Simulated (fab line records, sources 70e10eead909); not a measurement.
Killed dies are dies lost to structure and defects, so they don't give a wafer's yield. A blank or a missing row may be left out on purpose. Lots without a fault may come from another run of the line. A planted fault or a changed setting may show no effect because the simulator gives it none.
Chamber matching | flow nand_harc | NHARC_A_CHANNEL_FILL_D2_ALD_14 on ald_hk-01: 4 sister chambers
The step deposits SiO2, target thk 2.5 nm, pulse time 10 s, ald cycles 25. 14 wafers are shown with their chamber, then 7 later ones without.

WAFERS WITH THEIR CHAMBER
wafer  | chamber | heater_power_w (W) | precursor_pulse_height_rel
L077.2 | 1       | 551                | 1.000
L077.4 | 0       | 628                | 0.977
L077.5 | 1       | 535                | 0.989
L081.2 | 3       | 512                | 1.004
L081.3 | 0       | 616                | 0.969
L081.4 | 1       | 529                | 1.007
L084.2 | 2       | 468                | 1.002
L084.3 | 1       | 550                | 1.032
L084.6 | 3       | 530                | 0.994
L090.1 | 1       | 550                | 1.024
L090.2 | 0       | 624                | 1.008
L090.5 | 3       | 518                | 0.995
L093.1 | 1       | 521                | 1.045
L093.2 | 2       | 472                | 1.024

SIGNATURES (means of the wafers above)
reading                    | chamber 0 | chamber 1 | chamber 2 | chamber 3 | scatter within a chamber
heater_power_w             | 622.67    | 539.33    | 470.00    | 520.00    | 10.4
precursor_pulse_height_rel | 0.98467   | 1.01617   | 1.01300   | 0.99767   | 0.0184
Rule: a wafer's distance from a chamber is the root of the sum, over the readings, of the square of ((its reading less the chamber's mean) divided by the reading's scatter). The wafer belongs to the nearest chamber; if the next one is less than 2 further off, it can't be placed. The scatter: the root of (the sum of the squares of (reading less its chamber's mean) over the shown wafers, divided by (wafers less chambers)).

WAFERS WITHOUT THEIR CHAMBER
wafer  | heater_power_w (W) | precursor_pulse_height_rel
L093.4 | 642                | 0.949
L096.2 | 652                | 1.007
L096.4 | 528                | 1.019
L096.6 | 664                | 1.037
L097.1 | 637                | 1.040
L097.3 | 487                | 1.029
L097.4 | 540                | 1.025

WHICH CHAMBER EACH WENT THROUGH
wafer  | from the rows above     | in truth
L093.4 | 0                       | 0
L096.2 | 0                       | 0
L096.4 | can't be placed: 1 or 3 | 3
L096.6 | 0                       | 0
L097.1 | 0                       | 0
L097.3 | can't be placed: 2 or 3 | 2
L097.4 | can't be placed: 1 or 3 | 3
Placed correctly: 4 of 7. Can't be placed from these rows: 3 (the true chamber is among the candidates in 3). Placed wrongly: 0.
